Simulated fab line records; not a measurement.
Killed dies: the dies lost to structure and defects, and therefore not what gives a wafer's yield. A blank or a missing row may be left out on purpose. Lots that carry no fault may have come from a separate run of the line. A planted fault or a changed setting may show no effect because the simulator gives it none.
Which of the tools did it? ; flow n5_finfet ; 10 lots, 30 wafers sampled, at 1 step of a route of 1938

WHAT THE GAUGES READ, wafer by wafer
N5_BEOL_M13_CD_MEAS_17 targets a cd of 190 nm.
lot;measured;on;cd_nm (nm)
L634;day 10 14:32;cd_sem-02;191.6 193.1 191.6
L636;day 11 01:39;cd_sem-03;189.0 189.4 188.8
L635;day 11 17:32;cd_sem-02;189.3 189.6 190.0
L645;day 14 14:03;cd_sem-01;189.5 188.7 189.3
L646;day 14 18:52;cd_sem-03;188.9 189.7 189.9
L649;day 14 18:58;cd_sem-02;189.3 190.0 189.5
L650;day 15 07:59;cd_sem-03;190.9 190.6 191.5
L653;day 15 16:51;cd_sem-02;191.4 191.7 191.0
L655;day 16 19:46;cd_sem-03;190.5 188.5 189.3
L657;day 17 11:20;cd_sem-03;189.9 191.5 191.5

TOOL THAT RAN EACH LOT (tool first, then ch and the chambers of the sampled wafers, then the start)
Before these readings, the record contains no process step.

THE ANSWER, worked out from the rows above alone
Rule: the usual values come from the lots themselves. Put in order of their means at a reading, lots are off if they are a third of the lots or fewer, leave a main group of 4 or more, and stand apart from it by a gap of 3 or more times the standard deviation of the main group's means; of several such gaps the widest counts. If all means in a main group match to the digits the tables above print for the reading, that group is not used. Also off: a lot with no number at a reading for which 4 or more lots have one. Where the step has rows for the other lots, those lots are counted as sound.
Across all readings shown, no lot is off: no conclusion can be drawn from this.

WHAT WAS PUT IN BY THE SIMULATOR
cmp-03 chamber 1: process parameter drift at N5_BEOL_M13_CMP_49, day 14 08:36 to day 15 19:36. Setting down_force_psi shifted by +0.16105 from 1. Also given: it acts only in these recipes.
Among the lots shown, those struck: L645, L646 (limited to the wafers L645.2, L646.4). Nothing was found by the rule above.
